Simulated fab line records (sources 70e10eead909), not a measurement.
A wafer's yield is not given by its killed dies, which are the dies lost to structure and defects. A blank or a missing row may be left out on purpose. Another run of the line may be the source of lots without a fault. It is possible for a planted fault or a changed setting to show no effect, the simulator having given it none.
Which tool did it? | flow nandHarc | 60 wafers from 20 lots sampled at 6 of the route's 1159 steps

WHAT THE GAUGES READ, wafer by wafer
No reading from a measuring or inspecting step in the record can be judged against a usual standard deviation.

WHICH TOOL RAN EACH LOT (tool, then ch and the chambers of the sampled wafers, then the start)
lot  | NHARC_A_CONTACT_ETCH_115           | NHARC_A_CONTACT_ETCH_120           | NHARC_A_CONTACT_ETCH_102          | NHARC_A_CONTACT_ETCH_106          | NHARC_A_CONTACT_ETCH_31                      | NHARC_A_CONTACT_ETCH_139
L075 | harCapEtch-02 ch 0,1, day 16 08:40 | harCapEtch-02 ch 0,1, day 16 09:08 | rieDiel-04 ch 0,1,3, day 16 10:47 | rieDiel-08 ch 1,2, day 16 21:44   | rieDiel-06 ch 0,1,2, day 17 03:06 or earlier | harCapEtch-03 ch 0,1, day 17 03:06
L074 | harCapEtch-03 ch 0,1, day 16 09:25 | harCapEtch-03 ch 0,1, day 16 09:52 | rieDiel-06 ch 0,1, day 16 11:13   | rieDiel-08 ch 1,3, day 16 19:37   | rieDiel-04 ch 0,1,3, day 17 00:20 or earlier | harCapEtch-01 ch 0,1, day 17 00:20
L076 | harCapEtch-01 ch 0,1, day 16 11:24 | harCapEtch-01 ch 0,1, day 16 11:51 | rieDiel-08 ch 0,2, day 16 13:14   | rieDiel-08 ch 1,2,3, day 16 21:16 | rieDiel-04 ch 0,2, day 17 01:44 or earlier   | harCapEtch-02 ch 0, day 17 01:44
L077 | harCapEtch-03 ch 1, day 16 21:46   | harCapEtch-03 ch 1, day 16 22:14   | rieDiel-08 ch 1,2,3, day 16 23:36 | rieDiel-04 ch 0,1,2, day 17 07:09 | rieDiel-08 ch 0,1,2, day 17 11:31 or earlier | harCapEtch-01 ch 0,1, day 17 11:31
L079 | harCapEtch-01 ch 0,1, day 17 03:12 | harCapEtch-01 ch 0,1, day 17 03:39 | rieDiel-08 ch 1,3, day 17 05:04   | rieDiel-08 ch 1,2,3, day 17 13:34 | rieDiel-08 ch 1,3, day 17 17:56 or earlier   | harCapEtch-02 ch 0,1, day 17 17:56
L078 | harCapEtch-03 ch 0,1, day 17 07:53 | harCapEtch-03 ch 0,1, day 17 08:21 | rieDiel-04 ch 0,2,3, day 17 09:43 | rieDiel-06 ch 0,1,3, day 17 17:11 | rieDiel-08 ch 1,2,3, day 17 23:21 or earlier | harCapEtch-01 ch 0,1, day 17 23:21
L081 | harCapEtch-03 ch 0,1, day 18 00:22 | harCapEtch-03 ch 0,1, day 18 00:49 | rieDiel-06 ch 0,2, day 18 02:12   | rieDiel-08 ch 1,3, day 18 11:16   | rieDiel-08 ch 1,2,3, day 18 15:47 or earlier | harCapEtch-02 ch 0, day 18 15:47
L082 | harCapEtch-03 ch 0,1, day 18 14:05 | harCapEtch-03 ch 0,1, day 18 14:33 | rieDiel-04 ch 0,1, day 18 16:16   | rieDiel-08 ch 0,2, day 18 23:28   | rieDiel-06 ch 0,2, day 19 06:08 or earlier   | harCapEtch-03 ch 0,1, day 19 06:08
L083 | harCapEtch-03 ch 0,1, day 18 20:04 | harCapEtch-03 ch 0,1, day 18 20:31 | rieDiel-06 ch 1,2, day 18 21:52   | rieDiel-08 ch 0,1, day 19 04:55   | rieDiel-04 ch 0,1,2, day 19 09:45 or earlier | harCapEtch-03 ch 0,1, day 19 09:45
L088 | harCapEtch-02 ch 1, day 19 03:58   | harCapEtch-02 ch 1, day 19 04:26   | rieDiel-06 ch 0,1,2, day 19 05:49 | rieDiel-04 ch 0,1,3, day 19 13:29 | rieDiel-08 ch 0,1, day 19 19:01 or earlier   | harCapEtch-01 ch 0,1, day 19 19:01
L087 | harCapEtch-01 ch 0,1, day 19 04:11 | harCapEtch-01 ch 0,1, day 19 04:38 | rieDiel-06 ch 1,2,3, day 19 06:11 | rieDiel-08 ch 0,1,3, day 19 13:48 | rieDiel-04 ch 0,1,3, day 19 19:57 or earlier | harCapEtch-01 ch 0,1, day 19 19:57
L089 | harCapEtch-02 ch 0,1, day 19 18:18 | harCapEtch-02 ch 0,1, day 19 18:46 | rieDiel-08 ch 0,1, day 19 20:25   | rieDiel-04 ch 0,1,3, day 20 04:02 | rieDiel-08 ch 1,2,3, day 20 09:45 or earlier | harCapEtch-03 ch 0,1, day 20 09:45
L085 | harCapEtch-03 ch 0,1, day 19 18:31 | harCapEtch-03 ch 0,1, day 19 18:58 | rieDiel-08 ch 0,2,3, day 19 20:44 | rieDiel-04 ch 0,1,2, day 20 03:59 | rieDiel-04 ch 1,2,3, day 20 10:25 or earlier | harCapEtch-02 ch 0,1, day 20 10:25
L091 | harCapEtch-02 ch 0,1, day 20 04:46 | harCapEtch-02 ch 0,1, day 20 05:14 | rieDiel-08 ch 1,2,3, day 20 06:41 | rieDiel-08 ch 0,1,3, day 20 13:23 | rieDiel-08 ch 1,3, day 20 18:17 or earlier   | harCapEtch-02 ch 0,1, day 20 18:17
L090 | harCapEtch-01 ch 0,1, day 20 06:26 | harCapEtch-01 ch 0,1, day 20 06:53 | rieDiel-08 ch 0,1,3, day 20 08:38 | rieDiel-08 ch 1,2, day 20 17:43   | rieDiel-04 ch 0,1,2, day 20 22:21 or earlier | harCapEtch-02 ch 0,1, day 20 22:21
L093 | harCapEtch-01 ch 0,1, day 20 18:52 | harCapEtch-01 ch 0,1, day 20 19:20 | rieDiel-08 ch 1,2, day 20 20:42   | rieDiel-06 ch 0,1,2, day 21 07:40 | rieDiel-08 ch 0,1,3, day 21 14:58 or earlier | harCapEtch-01 ch 0,1, day 21 14:58
L092 | harCapEtch-03 ch 0,1, day 20 19:54 | harCapEtch-03 ch 0,1, day 20 20:30 | rieDiel-08 ch 0,2,3, day 20 22:02 | rieDiel-04 ch 0,2,3, day 21 07:44 | rieDiel-04 ch 0,1,2, day 21 15:38 or earlier | harCapEtch-03 ch 0,1, day 21 15:38
L094 | harCapEtch-02 ch 0,1, day 21 09:41 | harCapEtch-02 ch 0,1, day 21 10:08 | rieDiel-08 ch 1,3, day 21 11:30   | rieDiel-08 ch 1,3, day 21 18:29   | rieDiel-04 ch 1,3, day 21 23:07 or earlier   | harCapEtch-01 ch 0,1, day 21 23:07
L097 | harCapEtch-03 ch 0,1, day 22 00:25 | harCapEtch-03 ch 0,1, day 22 00:53 | rieDiel-08 ch 2,3, day 22 02:16   | rieDiel-08 ch 1,2,3, day 22 10:43 | rieDiel-08 ch 0,1, day 22 16:14 or earlier   | harCapEtch-01 ch 0,1, day 22 16:14
L096 | harCapEtch-02 ch 0,1, day 22 19:23 | harCapEtch-02 ch 0,1, day 22 19:50 | rieDiel-04 ch 0,2,3, day 22 21:13 | rieDiel-08 ch 0,1, day 23 07:56   | rieDiel-04 ch 0,1,2, day 23 13:41 or earlier | harCapEtch-01 ch 0,1, day 23 13:41
- NHARC_A_CONTACT_ETCH_115: etches the open film in C4F8/O2/Ar, time 94 s, target depth 922 nm.
- NHARC_A_CONTACT_ETCH_120: etches the open film in C4F8/O2/Ar, time 94 s, target depth 922 nm.
- NHARC_A_CONTACT_ETCH_102: etches the open film in CF4/O2, target depth 70 nm, overetch 7 nm, time 38.5 s.
- NHARC_A_CONTACT_ETCH_106: etches the open film in CF4/O2, target depth 60 nm, overetch 6 nm, time 33 s.
- NHARC_A_CONTACT_ETCH_31: etches the open film in O2/COS, target depth 2000 nm, time 520 s.
- NHARC_A_CONTACT_ETCH_139: etches the open film in C4F8/O2/Ar, time 137 s, target depth 590 nm.

AS READ BY THE TOOLS THEMSELVES (means over the sampled wafers that have a number; for cases with no such wafer, the mark the record gives instead)
NHARC_A_CONTACT_ETCH_115. Usual: chamberPressureMTorr at 20.000 mTorr, with a standard deviation of 0.019.
lot  | tool          | chamberPressureMTorr (mTorr) | flag
L075 | harCapEtch-02 | 20.003                       | 
L074 | harCapEtch-03 | 20.010                       | 
L076 | harCapEtch-01 | 19.998                       | 
L077 | harCapEtch-03 | 20.004                       | 
L079 | harCapEtch-01 | 19.990                       | 
L078 | harCapEtch-03 | 20.000                       | 
L081 | harCapEtch-03 | 20.009                       | 
L082 | harCapEtch-03 | 20.006                       | 
L083 | harCapEtch-03 | 19.986                       | 
L088 | harCapEtch-02 | 19.980                       | 
L087 | harCapEtch-01 | 20.003                       | 
L089 | harCapEtch-02 | 19.989                       | 
L085 | harCapEtch-03 | 19.997                       | 
L091 | harCapEtch-02 | 19.981                       | 
L090 | harCapEtch-01 | 19.981                       | 
L093 | harCapEtch-01 | 20.002                       | 
L092 | harCapEtch-03 | 20.001                       | 
L094 | harCapEtch-02 | 20.016                       | 
L097 | harCapEtch-03 | 19.999                       | 
L096 | harCapEtch-02 | 19.995                       | 

NHARC_A_CONTACT_ETCH_120. Usual: chamberPressureMTorr at 19.999 mTorr, with a standard deviation of 0.017.
lot  | tool          | chamberPressureMTorr (mTorr) | flag
L075 | harCapEtch-02 | 19.994                       | 
L074 | harCapEtch-03 | 20.003                       | 
L076 | harCapEtch-01 | 20.004                       | 
L077 | harCapEtch-03 | 20.002                       | 
L079 | harCapEtch-01 | 20.009                       | 
L078 | harCapEtch-03 | 20.007                       | 
L081 | harCapEtch-03 | 20.010                       | 
L082 | harCapEtch-03 | 20.003                       | 
L083 | harCapEtch-03 | 20.006                       | 
L088 | harCapEtch-02 | 20.004                       | 
L087 | harCapEtch-01 | 19.998                       | 
L089 | harCapEtch-02 | 20.005                       | 
L085 | harCapEtch-03 | 20.006                       | 
L091 | harCapEtch-02 | 19.992                       | 
L090 | harCapEtch-01 | 19.996                       | 
L093 | harCapEtch-01 | 19.988                       | 
L092 | harCapEtch-03 | 19.998                       | 
L094 | harCapEtch-02 | 19.982                       | 
L097 | harCapEtch-03 | 19.988                       | 
L096 | harCapEtch-02 | 19.996                       | 

NHARC_A_CONTACT_ETCH_102. Usual: biasW 100.0 W, standard deviation 0.33; cf4FlowSccm 79.98 sccm, standard deviation 0.22; chamberPressureMTorr 30.002 mTorr, standard deviation 0.027; drypumpMotorCurrentA 5.8 A, standard deviation 0.46; oesProductAu 0.999 a.u., standard deviation 0.011; rfVppV 197.4 V, standard deviation 1.5; showerheadPlenumPTorr 1.32 Torr, standard deviation 0.059; throttleValvePct 13.397 %, standard deviation 0.0091.
lot  | tool       | biasW (W) | cf4FlowSccm (sccm) | chamberPressureMTorr (mTorr) | drypumpMotorCurrentA (A) | oesProductAu (a.u.) | rfVppV (V) | showerheadPlenumPTorr (Torr) | throttleValvePct (%) | flag
L075 | rieDiel-04 | 100.4     | 79.93              | 29.993                       | 5.7                      | 0.992               | 198.7      | 1.35                         | 13.397               | 
L074 | rieDiel-06 | 100.0     | 79.85              | 29.997                       | 6.0                      | 1.005               | 195.9      | 1.25                         | 13.385               | 
L076 | rieDiel-08 | 100.2     | 79.99              | 29.978                       | 5.4                      | 1.003               | 198.6      | 1.37                         | 13.381               | 
L077 | rieDiel-08 | 100.0     | 79.79              | 30.009                       | 5.7                      | 0.998               | 198.6      | 1.33                         | 13.393               | 
L079 | rieDiel-08 | 100.0     | 79.95              | 29.986                       | 6.1                      | 0.996               | 196.9      | 1.29                         | 13.403               | 
L078 | rieDiel-04 | 100.3     | 80.22              | 29.995                       | 5.8                      | 1.005               | 199.5      | 1.38                         | 13.400               | 
L081 | rieDiel-06 | 100.0     | 80.01              | 30.026                       | 5.6                      | 0.990               | 196.0      | 1.25                         | 13.403               | 
L082 | rieDiel-04 | 100.0     | 80.09              | 29.992                       | 5.6                      | 1.006               | 197.7      | 1.34                         | 13.396               | 
L083 | rieDiel-06 | 100.2     | 80.41              | 29.981                       | 6.0                      | 0.991               | 195.7      | 1.25                         | 13.396               | 
L088 | rieDiel-06 | 99.9      | 80.04              | 30.015                       | 5.8                      | 0.995               | 197.3      | 1.31                         | 13.396               | 
L087 | rieDiel-06 | 99.8      | 79.88              | 30.000                       | 5.9                      | 0.994               | 196.1      | 1.29                         | 13.398               | 
L089 | rieDiel-08 | 99.7      | 79.95              | 30.011                       | 6.2                      | 1.002               | 196.2      | 1.29                         | 13.397               | 
L085 | rieDiel-08 | 100.2     | 80.25              | 30.024                       | 5.8                      | 1.007               | 197.1      | 1.32                         | 13.398               | 
L091 | rieDiel-08 | 100.2     | 79.82              | 30.012                       | 5.7                      | 0.985               | 196.8      | 1.33                         | 13.394               | 
L090 | rieDiel-08 | 100.1     | 80.06              | 29.998                       | 6.2                      | 0.987               | 196.7      | 1.28                         | 13.402               | 
L093 | rieDiel-08 | 100.0     | 79.87              | 29.999                       | 5.3                      | 0.997               | 199.2      | 1.37                         | 13.402               | 
L092 | rieDiel-08 | 99.9      | 79.87              | 30.018                       | 5.8                      | 1.001               | 198.2      | 1.32                         | 13.400               | 
L094 | rieDiel-08 | 99.9      | 79.75              | 29.970                       | 6.2                      | 0.996               | 196.7      | 1.29                         | 13.397               | 
L097 | rieDiel-08 | 99.7      | 80.09              | 29.992                       | 5.3                      | 1.003               | 199.4      | 1.36                         | 13.400               | 
L096 | rieDiel-04 | 100.2     | 80.20              | 30.003                       | 5.7                      | 0.992               | 199.0      | 1.38                         | 13.392               | 

NHARC_A_CONTACT_ETCH_106. Usual: biasW 100.0 W, standard deviation 0.34; cf4FlowSccm 80.02 sccm, standard deviation 0.25; chamberPressureMTorr 30.004 mTorr, standard deviation 0.026; drypumpMotorCurrentA 5.8 A, standard deviation 0.46; oesProductAu 1.000 a.u., standard deviation 0.011; rfVppV 197.8 V, standard deviation 1.4; showerheadPlenumPTorr 1.33 Torr, standard deviation 0.058; throttleValvePct 13.396 %, standard deviation 0.0087.
lot  | tool       | biasW (W) | cf4FlowSccm (sccm) | chamberPressureMTorr (mTorr) | drypumpMotorCurrentA (A) | oesProductAu (a.u.) | rfVppV (V) | showerheadPlenumPTorr (Torr) | throttleValvePct (%) | flag
L075 | rieDiel-08 | 100.1     | 79.93              | 30.011                       | 5.3                      | 0.999               | 198.6      | 1.37                         | 13.396               | 
L074 | rieDiel-08 | 99.9      | 79.92              | 30.013                       | 6.2                      | 1.009               | 196.4      | 1.28                         | 13.413               | 
L076 | rieDiel-08 | 100.0     | 79.98              | 30.001                       | 5.7                      | 0.997               | 197.4      | 1.33                         | 13.400               | 
L077 | rieDiel-04 | 100.3     | 80.02              | 29.993                       | 5.6                      | 1.004               | 199.2      | 1.37                         | 13.394               | 
L079 | rieDiel-08 | 99.8      | 79.93              | 29.992                       | 5.7                      | 0.999               | 197.9      | 1.33                         | 13.393               | 
L078 | rieDiel-06 | 99.7      | 80.20              | 30.024                       | 5.9                      | 0.998               | 197.0      | 1.29                         | 13.397               | 
L081 | rieDiel-08 | 99.9      | 79.84              | 30.022                       | 6.1                      | 0.989               | 196.9      | 1.29                         | 13.390               | 
L082 | rieDiel-08 | 99.6      | 79.76              | 30.008                       | 5.8                      | 1.008               | 197.8      | 1.33                         | 13.387               | 
L083 | rieDiel-08 | 100.2     | 80.15              | 29.993                       | 6.2                      | 0.987               | 197.2      | 1.30                         | 13.395               | 
L088 | rieDiel-04 | 100.0     | 80.02              | 30.031                       | 5.8                      | 0.994               | 198.3      | 1.35                         | 13.392               | 
L087 | rieDiel-08 | 99.7      | 79.96              | 30.000                       | 6.2                      | 0.997               | 196.6      | 1.29                         | 13.392               | 
L089 | rieDiel-04 | 100.0     | 80.02              | 29.985                       | 5.7                      | 0.995               | 199.0      | 1.34                         | 13.401               | 
L085 | rieDiel-04 | 100.1     | 79.98              | 30.016                       | 5.6                      | 0.998               | 198.1      | 1.36                         | 13.387               | 
L091 | rieDiel-08 | 99.7      | 80.11              | 29.976                       | 6.2                      | 0.997               | 197.0      | 1.28                         | 13.400               | 
L090 | rieDiel-08 | 100.0     | 80.17              | 30.001                       | 5.3                      | 0.996               | 198.9      | 1.37                         | 13.391               | 
L093 | rieDiel-06 | 100.2     | 80.31              | 30.012                       | 5.8                      | 0.999               | 197.6      | 1.31                         | 13.400               | 
L092 | rieDiel-04 | 99.9      | 79.95              | 30.017                       | 5.8                      | 0.994               | 198.8      | 1.38                         | 13.395               | 
L094 | rieDiel-08 | 100.3     | 80.11              | 29.985                       | 6.2                      | 0.996               | 197.0      | 1.29                         | 13.393               | 
L097 | rieDiel-08 | 99.8      | 80.11              | 30.021                       | 5.7                      | 1.006               | 197.1      | 1.33                         | 13.392               | 
L096 | rieDiel-08 | 99.7      | 80.18              | 30.005                       | 6.2                      | 1.005               | 196.5      | 1.29                         | 13.395               | 

NHARC_A_CONTACT_ETCH_31. Usual: value, then standard deviation, for each; biasW 299.9 W / 0.88; chamberPressureMTorr 20.001 mTorr / 0.018; drypumpMotorCurrentA 5.8 A / 0.41; oesProductAu 0.999 a.u. / 0.011; rfVppV 314.2 V / 2; showerheadPlenumPTorr 3.12 Torr / 0.13; throttleValvePct 28.330 % / 0.0095.
lot  | tool       | biasW (W) | chamberPressureMTorr (mTorr) | drypumpMotorCurrentA (A) | oesProductAu (a.u.) | rfVppV (V) | showerheadPlenumPTorr (Torr) | throttleValvePct (%) | flag
L075 | rieDiel-06 | 300.1     | 19.995                       | 5.8                      | 0.999               | 311.3      | 2.92                         | 28.337               | 
L074 | rieDiel-04 | 300.5     | 20.008                       | 5.7                      | 0.995               | 314.6      | 3.16                         | 28.322               | 
L076 | rieDiel-04 | 300.7     | 19.982                       | 5.7                      | 0.997               | 315.4      | 3.24                         | 28.332               | 
L077 | rieDiel-08 | 299.7     | 19.990                       | 5.8                      | 0.994               | 315.0      | 3.12                         | 28.326               | 
L079 | rieDiel-08 | 299.0     | 20.001                       | 6.2                      | 0.985               | 313.2      | 3.03                         | 28.339               | 
L078 | rieDiel-08 | 300.8     | 19.997                       | 5.7                      | 0.992               | 314.3      | 3.11                         | 28.329               | 
L081 | rieDiel-08 | 299.4     | 19.991                       | 5.7                      | 0.994               | 314.0      | 3.10                         | 28.330               | 
L082 | rieDiel-06 | 300.5     | 20.006                       | 5.6                      | 0.998               | 316.3      | 3.22                         | 28.335               | 
L083 | rieDiel-04 | 300.1     | 19.998                       | 5.6                      | 1.003               | 315.0      | 3.19                         | 28.333               | 
L088 | rieDiel-08 | 299.6     | 19.996                       | 6.2                      | 1.003               | 312.8      | 3.02                         | 28.335               | 
L087 | rieDiel-04 | 299.2     | 19.976                       | 5.7                      | 0.993               | 314.3      | 3.14                         | 28.337               | 
L089 | rieDiel-08 | 300.1     | 19.999                       | 5.8                      | 0.999               | 313.8      | 3.10                         | 28.324               | 
L085 | rieDiel-04 | 299.4     | 19.987                       | 5.7                      | 1.011               | 315.1      | 3.18                         | 28.326               | 
L091 | rieDiel-08 | 300.4     | 19.988                       | 6.1                      | 0.985               | 312.9      | 3.02                         | 28.327               | 
L090 | rieDiel-04 | 299.7     | 19.990                       | 5.6                      | 0.995               | 315.1      | 3.18                         | 28.337               | 
L093 | rieDiel-08 | 300.4     | 20.017                       | 6.2                      | 1.008               | 312.9      | 3.01                         | 28.332               | 
L092 | rieDiel-04 | 299.2     | 20.003                       | 5.6                      | 0.995               | 315.2      | 3.18                         | 28.328               | 
L094 | rieDiel-04 | 300.0     | 19.999                       | 5.8                      | 0.992               | 314.4      | 3.14                         | 28.330               | 
L097 | rieDiel-08 | 300.0     | 20.016                       | 6.2                      | 1.013               | 311.9      | 3.01                         | 28.326               | 
L096 | rieDiel-04 | 300.5     | 20.005                       | 5.6                      | 0.995               | 313.8      | 3.17                         | 28.335               | 

NHARC_A_CONTACT_ETCH_139. Usual: chamberPressureMTorr at 20.002 mTorr, with a standard deviation of 0.018.
lot  | tool          | chamberPressureMTorr (mTorr) | flag
L075 | harCapEtch-03 | 20.016                       | 
L074 | harCapEtch-01 | 19.995                       | 
L076 | harCapEtch-02 | 19.991                       | 
L077 | harCapEtch-01 | 20.002                       | 
L079 | harCapEtch-02 | 19.997                       | 
L078 | harCapEtch-01 | 20.004                       | 
L081 | harCapEtch-02 | 20.008                       | 
L082 | harCapEtch-03 | 20.012                       | 
L083 | harCapEtch-03 | 20.005                       | 
L088 | harCapEtch-01 | 20.022                       | 
L087 | harCapEtch-01 | 19.997                       | 
L089 | harCapEtch-03 | 19.999                       | 
L085 | harCapEtch-02 | 20.014                       | 
L091 | harCapEtch-02 | 20.022                       | 
L090 | harCapEtch-02 | 20.000                       | 
L093 | harCapEtch-01 | 20.024                       | 
L092 | harCapEtch-03 | 20.002                       | 
L094 | harCapEtch-01 | 19.994                       | 
L097 | harCapEtch-01 | 19.997                       | 
L096 | harCapEtch-01 | 19.999                       | 

THE ANSWER, worked out from the rows above alone
Rule: a lot is off if the mean of its wafers that have a number lies more than 3 standard deviations from the usual mean. A lot without any number at a reading at which 4 lots or more have one is off too. The other lots that the step has rows for count as sound. After the gauges, taken in route order, come the tools' own readings; for these a lot's mean is taken, as printed above. The first step at which some lot is off is used, and at that step the reading that is off furthest; a lot without a number counts as furthest.
No lot is off on any of the readings shown, so nothing can be concluded from this.

WHAT THE SIMULATOR PUT IN
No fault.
